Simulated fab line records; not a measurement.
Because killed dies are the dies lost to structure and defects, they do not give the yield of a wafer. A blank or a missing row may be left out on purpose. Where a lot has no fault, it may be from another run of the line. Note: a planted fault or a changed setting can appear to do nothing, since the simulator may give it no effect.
Chamber matching | flow nand_harc | NHARC_P_M1_DEP_33 on pecvd-02: 3 sister chambers
The step deposits SiCN, target thk 30 nm. 3 wafers are shown with their chamber, then 7 later ones without.

## WAFERS WITH THEIR CHAMBER
wafer  | chamber | heater_power_w (W)
L085.5 | 2       | 559
L087.3 | 1       | 430
L087.4 | 0       | 479

## WAFERS MISSING THEIR CHAMBER
wafer  | heater_power_w (W)
L087.5 | 448
L090.3 | 457
L090.4 | 455
L090.5 | 545
L092.1 | 522
L092.5 | 522
L092.6 | 452

## THE CHAMBER EACH PASSED THROUGH
wafer  | from the rows above     | in truth
L087.5 | can't be placed: 1 or 0 | 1
L090.3 | can't be placed: 0 or 1 | 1
L090.4 | can't be placed: 0 or 1 | 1
L090.5 | can't be placed: 2 or 0 | 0
L092.1 | can't be placed: 2 or 0 | 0
L092.5 | can't be placed: 2 or 0 | 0
L092.6 | can't be placed: 1 or 0 | 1
Correct placement for 0 of the 7. From these rows, 7 cannot be placed; in 7 the true chamber is one of the candidates. 0 placed wrongly.
How it was worked out, from the rows above alone: a wafer's distance from a chamber is the root of the sum, over the readings, of the square of ((its reading less the chamber's mean) divided by the reading's scatter). The wafer belongs to the nearest chamber; if the next one is less than 2 further off, it can't be placed. The mean given for a chamber averages the wafers shown for that chamber. The scatter: root of mean squared gap, hidden wafer to nearest shown wafer, with one shown wafer a chamber.
